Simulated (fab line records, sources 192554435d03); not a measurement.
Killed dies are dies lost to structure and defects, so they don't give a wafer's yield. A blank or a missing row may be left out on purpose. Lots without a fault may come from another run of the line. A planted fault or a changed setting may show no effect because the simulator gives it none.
Chamber matching | flow n5_finfet | N5_FIN_SAQP_SPACER2_ALD_28 on ald_sin-02: 4 sister chambers
The step deposits SiO2, target thk 8.1 nm, pulse time 1 s, purge time 2 s. 14 wafers are shown with their chamber, then 7 later ones without.

WAFERS WITH THEIR CHAMBER
wafer  | chamber | heater_power_w (W) | precursor_pulse_height_rel | susceptor_temp_C (C)
L076.1 | 3       | 471                | 1.021                      | 299.57
L076.2 | 0       | 440                | 1.017                      | 300.00
L076.5 | 0       | 427                | 1.011                      | 299.87
L077.1 | 3       | 461                | 1.006                      | 300.02
L077.3 | 0       | 435                | 1.055                      | 300.25
L077.6 | 3       | 463                | 0.973                      | 300.27
L079.1 | 3       | 474                | 0.993                      | 299.94
L079.3 | 0       | 438                | 1.021                      | 300.12
L079.5 | 1       | 524                | 1.002                      | 300.00
L080.1 | 0       | 449                | 1.016                      | 299.88
L080.4 | 2       | 503                | 0.989                      | 299.99
L080.5 | 0       | 438                | 1.018                      | 299.93
L092.2 | 3       | 462                | 0.997                      | 299.98
L092.4 | 0       | 435                | 0.988                      | 299.91

SIGNATURES (means of the wafers above)
reading                    | chamber 0 | chamber 1 | chamber 2 | chamber 3 | scatter within a chamber
heater_power_w             | 437.43    | 524.00    | 503.00    | 466.20    | 6.33
precursor_pulse_height_rel | 1.01800   | 1.00200   | 0.98900   | 0.99800   | 0.0189
susceptor_temp_C           | 299.9943  | 300.0000  | 299.9900  | 299.9560  | 0.193
Rule: a wafer's distance from a chamber is the root of the sum, over the readings, of the square of ((its reading less the chamber's mean) divided by the reading's scatter). The wafer belongs to the nearest chamber; if the next one is less than 2 further off, it can't be placed. The scatter: the root of (the sum of the squares of (reading less its chamber's mean) over the shown wafers, divided by (wafers less chambers)).

WAFERS WITHOUT THEIR CHAMBER
wafer  | heater_power_w (W) | precursor_pulse_height_rel | susceptor_temp_C (C)
L092.6 | 451                | 1.012                      | 299.86
L094.1 | 450                | 0.985                      | 300.09
L094.2 | 489                | 0.979                      | 300.12
L094.4 | 471                | 0.991                      | 299.66
L097.2 | 456                | 0.970                      | 300.06
L097.3 | 431                | 0.971                      | 299.75
L097.6 | 487                | 0.988                      | 300.17

WHICH CHAMBER EACH WENT THROUGH
wafer  | from the rows above     | in truth
L092.6 | can't be placed: 0 or 3 | 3
L094.1 | can't be placed: 0 or 3 | 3
L094.2 | can't be placed: 2 or 3 | 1
L094.4 | 3                       | 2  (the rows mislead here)
L097.2 | can't be placed: 3 or 0 | 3
L097.3 | 0                       | 0
L097.6 | can't be placed: 2 or 3 | 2
Placed correctly: 1 of 7. Can't be placed from these rows: 5 (the true chamber is among the candidates in 4). Placed wrongly: 1.
